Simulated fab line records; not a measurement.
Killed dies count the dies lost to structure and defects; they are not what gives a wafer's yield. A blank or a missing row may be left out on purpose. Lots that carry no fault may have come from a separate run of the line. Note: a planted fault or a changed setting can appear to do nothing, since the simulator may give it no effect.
Struck lot and sound lot, side by side | flow nandHarc | 40 steps out of a route of 1302
Sound: wafers L965.1, L965.5, L965.6. Struck: wafer L983.6 (L983.1, L983.4, from the same lot, were not struck and are left out); the cause is given at the end.
At each step with rows: each side's tool, then ch and its chambers, then its first start. Under that, the readings that differ: sound wafers | struck wafers | difference of the means | sigmas: that difference in standard deviations of wafers without a fault.
alike: readings with means less than 2 such deviations apart, plus words and numbers identical on both sides. not compared: withheld readings, readings lacking a value on some wafer, bounds such as >300 that could conceal the same value, and numbers that have no deviation in the record and whose values overlap.
Wherever a step has rows on one side only, a row that says differs or no value, or a row with sigmas, the two part there. Numbers that have no deviation but don't overlap get no sigmas and don't part them. A reading that every wafer of one side lacks parts them only if that side has two wafers or more.

NHARC_P_M0_PRE_CLEAN_29: time 30 s.
  sound on pvdSputter-03; struck on pvdSputter-03
  alike: heaterPowerW
NHARC_P_M0_PVD_20: deposits TaN, target thk 5 nm, time 8.06 s.
  sound on pvdSputter-03; struck on pvdSputter-03
  alike: throttleValvePct
then, 4 steps without rows for these wafers: NHARC_P_M0_PVD_21 (deposits Cu, target thk 30 nm, time 20.49 s); NHARC_P_M0_ECD_22 (material Cu, target thk 400 nm); NHARC_P_M0_ANNEAL_30 (time 90 s); NHARC_P_M0_CMP_23 (polishes, t overpolish 20 s, target thk 117.54 nm).
NHARC_P_M0_THK_MEAS_24: measures by xrf.
  sound on filmMetro-02 at day 7 13:53; struck on filmMetro-02 at day 15 00:36
  alike: thkNm
after that, 1 step had no rows for these wafers: NHARC_P_M0_SRD_25.
NHARC_P_M0_INSPECT_27:
  sound on defectInspect-02 at day 7 14:03; struck on defectInspect-01 at day 15 00:45
  alike: rawDefectCount
then, 1 step without rows for these wafers: NHARC_P_M0_PRE_CLEAN_31 (time 12 s).
NHARC_P_M0_DEP_32: deposits SiCN, target thk 30 nm.
  sound on pecvd-04 ch 0,1, day 7 14:17; struck on pecvd-03 ch 0, day 15 00:59
  alike: heaterPowerW
NHARC_P_M1_DEP_00: deposits SiOC, target thk 182.5 nm.
  sound on pecvd-01 ch 0,2, day 7 14:37; struck on pecvd-04 ch 0,1,2, day 15 01:22
then, 9 steps without rows for these wafers: NHARC_P_M1_DEHYDRATE_01 (time 120 s); NHARC_P_M1_HMDS_02 (time 30 s); NHARC_P_M1_COAT_34 (time 65 s); NHARC_P_M1_COAT_03 (resist thk 90 nm); NHARC_P_M1_SOFTBAKE_04 (time 55 s); NHARC_P_M1_EBR_05; NHARC_P_M1_EXPOSE_06 (exposes mask P M1, target cd 130 nm); NHARC_P_M1_PEB_07 (peb time 65 s); NHARC_P_M1_DEVELOP_08 (develop time 35 s).
NHARC_P_M1_CD_MEAS_09 targets a cd of 130 nm.
  sound on cdSem-03 ch 0, day 7 15:26; struck on cdSem-01 ch 0, day 15 02:09
  alike: cdNm
NHARC_P_M1_OVL_MEAS_10: pitch 260 nm.
  sound on overlay-02 at day 7 15:31; struck on overlay-02 at day 15 02:14
reading         | sound          | struck | difference | sigmas
overlayXNm (nm) | -2.1 -2.4 -2.0 | -0.3   | +1.9       | +2
overlayYNm (nm) | -1.4 -1.4 -1.7 | 0.9    | +2.4       | +3
NHARC_P_M1_INSPECT_11:
  sound on defectInspect-02 at day 7 15:34; struck on defectInspect-02 at day 15 02:16
reading        | sound | struck | difference | sigmas
rawDefectCount | 7 5 9 | 1      | -6         | -3
then, 3 steps without rows for these wafers: NHARC_P_M1_DESCUM_14 (chemistry O2, time 3 s); NHARC_P_M1_ETCH_35 (etches the open film in N2/H2, target depth 40 nm, overetch 12 nm, time 43.94 s); NHARC_P_M1_ETCH_15 (etches the open film in C4F8/Ar, target depth 182.5 nm, time 91.2 s).
NHARC_P_M1_CD_MEAS_16:
  sound on cdSem-02 at day 7 15:55; struck on cdSem-01 at day 15 02:39
  alike: cdNm
then, 3 steps without rows for these wafers: NHARC_P_M1_STRIP_18 (strips in N2/H2); NHARC_P_M1_ETCH_28 (etches the open film in CF4/N2, target depth 30 nm, time 72.99 s); NHARC_P_M1_STRIP_19 (strips in post etch residue remover, time 600 s).
NHARC_P_M1_DEGAS_29: time 60 s.
  sound on pvdSputter-02 at day 7 16:39; struck on pvdSputter-03 at day 15 03:23
  alike: heaterPowerW
then, 5 steps without rows for these wafers: NHARC_P_M1_PRE_CLEAN_30 (time 30 s); NHARC_P_M1_PVD_20 (deposits TaN, target thk 5 nm, time 8.06 s); NHARC_P_M1_PVD_21 (deposits Cu, target thk 30 nm, time 20.49 s); NHARC_P_M1_ECD_22 (material Cu, target thk 400 nm); NHARC_P_M1_ANNEAL_31 (time 90 s).
NHARC_P_M1_CMP_23: polishes, t overpolish 20 s, target thk 157.82 nm.
  sound on cmp-03 ch 1,2,3, day 7 17:48; struck on cmp-02 ch 3, day 15 04:29
  alike: motorCurrentA, timeToEndpointS
after that, 1 step had no rows for these wafers: NHARC_P_M1_SRD_25.
-- jump in the record: it breaks off in module P_M1 and resumes in module END (first step shown: number 1302 of the route), and 18 days separate the struck wafers' starts before and after --
NHARC_END_SORT_01:
  sound on prober-01 ch 0, day 25 16:55; struck on prober-01 ch 0, day 32 21:26
reading                | sound          | struck                  | difference                   | sigmas
hold                   | - - -          | awaitDispo/1.6h/release | no value on the sound wafers | 
defectLimitedYield (%) | 92.3 88.6 88.8 | 0                       | -90                          | -47
killedAtPeriphery      | 2 3 7          | 630                     | +626                         | +99 or more
killedDies             | 52 77 76       | 677                     | +609                         | +47
sort_bin_2_pct (%)     | 3.1 4.9 4.0    | 95.0                    | +91.0                        | +99 or more
sortNPass              | 625 600 601    | 0                       | -609                         | -47
sortRimYieldPct (%)    | 88 79 84       | 0                       | -84                          | -24
sortYieldPct (%)       | 92.3 88.6 88.8 | 0                       | -90                          | -47
  alike: killedAtArray, killedAtOther, killedOpen, killedShort, sort_bin_3_pct, sort_bin_4_pct

== WHERE THEY PART ==
First at NHARC_P_M1_OVL_MEAS_10; last, within this record, at NHARC_END_SORT_01.

WHY: whatever the simulator had introduced
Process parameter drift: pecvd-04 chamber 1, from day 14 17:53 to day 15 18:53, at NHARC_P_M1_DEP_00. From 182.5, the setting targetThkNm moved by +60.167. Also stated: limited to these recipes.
